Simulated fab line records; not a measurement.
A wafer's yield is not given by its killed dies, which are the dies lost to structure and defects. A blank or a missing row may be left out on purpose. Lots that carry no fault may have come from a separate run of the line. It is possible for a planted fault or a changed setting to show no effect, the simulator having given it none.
Comparing a struck lot with a sound one | flow n5 finfet | 35 out of 1938 route steps
Sound: these wafers, L900.3, L900.4, L900.6. Wafers L910.1, L910.3, L910.5 were the ones struck. The cause comes at the end.
At each step with rows: each side's tool, then ch and its chambers, then its first start. Under that, the readings that differ: sound wafers | struck wafers | difference of the means | sigmas: that difference in standard deviations of wafers without a fault.
alike: a reading whose means differ by less than 2 such deviations, as well as words and numbers matching on both sides. not compared: withheld readings; readings where some wafer has no value; bounds like >300 that might hide an equal value; numbers whose values overlap and for which the record gives no deviation.
The two part at a step that has a row with sigmas, a row that says differs or no value, or rows on one side only. Numbers that don't overlap but have no deviation are shown without sigmas and don't part them. A reading missing from all wafers of one side parts the sides only when that side holds two or more wafers.

first, 11 steps without rows for these wafers: N5_BEOL_M4_ANNEAL_89 (time 240 s); N5_BEOL_M4_SPUTTER_90 (material Cu, target thk 4.5 nm, time 8.29 s); N5_BEOL_M4_ANNEAL_91 (time 240 s); N5_BEOL_M4_SPUTTER_92 (material Cu, target thk 4.5 nm, time 8.29 s); N5_BEOL_M4_ANNEAL_93 (time 240 s); N5_BEOL_M4_SPUTTER_94 (material Cu, target thk 4.5 nm, time 8.29 s); N5_BEOL_M4_ANNEAL_95 (time 240 s); N5_BEOL_M4_SPUTTER_96 (material Cu, target thk 4.5 nm, time 8.29 s); N5_BEOL_M4_ECD_50 (material Cu, target thk 300 nm); N5_BEOL_M4_ANNEAL_51 (time 90 s); N5_BEOL_M4_CMP_52 (polishes, stops on SiOC, t overpolish 6.8 s, target thk 40 nm).
N5_BEOL_M4_PRE_CLEAN_60: time 15 s.
  sound on cvd co-01 ch 0,1, day 8 11:24; struck on cvd co-01 ch 0,1, day 10 21:38
  alike: heater power w
then, 22 steps without rows for these wafers: N5_BEOL_M4_CO_CAP_55 (material Co, precursor CCTBA/H2, target thk 2 nm, time 102.1 s); N5_BEOL_M4_PRE_CLEAN_56 (time 15 s); N5_BEOL_M4_DEP_57 (deposits SiCN from 3MS/NH3, target thk 8 nm, time 14 s); N5_BEOL_M5_ILD_DEP_00 (deposits SiCOH lowk from DEMS/porogen, target thk 140.64 nm, time 25.9 s); N5_BEOL_M5_CURE_79 (cures SiCOH lowk, time 240 s); N5_BEOL_M5_PECVD_70 (deposits SiO2 from TEOS/O2, target thk 16 nm, time 18 s); N5_BEOL_M5_HM_DEP_02 (deposits TiN, target thk 20 nm); N5_BEOL_M5_COAT_59 (time 60 s, resist thk 60 nm); N5_BEOL_M5_COAT_60 (time 60 s, resist thk 12 nm); N5_BEOL_M5_COAT_71 (time 60 s, resist thk 5 nm); N5_BEOL_M5_COAT_05 (resist thk 30 nm); N5_BEOL_M5_EBR_07; N5_BEOL_M5_SOFTBAKE_06 (time 60 s); N5_BEOL_M5_EXPOSE_08 (exposes mask M5, target cd 28 nm); N5_BEOL_M5_PEB_09 (peb time 60 s); N5_BEOL_M5_DEVELOP_10 (develop time 30 s); N5_BEOL_M5_DESCUM_16 (chemistry O2, time 7 s); N5_BEOL_M5_ETCH_72 (etches underlayer in N2/H2, target depth 6.5 nm, time 5.2 s); N5_BEOL_M5_ETCH_61 (etches SiARC in CF4, target depth 15.6 nm, time 26 s); N5_BEOL_M5_ETCH_62 (etches SOC in N2/H2, target depth 75 nm, overetch 15 nm, time 112.5 s); N5_BEOL_M5_STRIP_63 (strips in N2/H2); N5_BEOL_M5_STRIP_73 (strips in N2/H2).
-- a jump in the record: the struck wafers' starts before and after are 4 days apart (it breaks off in module BEOL_M5 and resumes in module PASSIVATION, where the first step shown is number 1936 of the route) --
N5_PASSIVATION_PROBE_49:
  the record has rows for the struck wafers here (prober-01, day 15 00:38) and none for the sound ones

WHERE THEY PART
N5_PASSIVATION_PROBE_49 only, going by this record.

WHY: whatever the simulator had introduced
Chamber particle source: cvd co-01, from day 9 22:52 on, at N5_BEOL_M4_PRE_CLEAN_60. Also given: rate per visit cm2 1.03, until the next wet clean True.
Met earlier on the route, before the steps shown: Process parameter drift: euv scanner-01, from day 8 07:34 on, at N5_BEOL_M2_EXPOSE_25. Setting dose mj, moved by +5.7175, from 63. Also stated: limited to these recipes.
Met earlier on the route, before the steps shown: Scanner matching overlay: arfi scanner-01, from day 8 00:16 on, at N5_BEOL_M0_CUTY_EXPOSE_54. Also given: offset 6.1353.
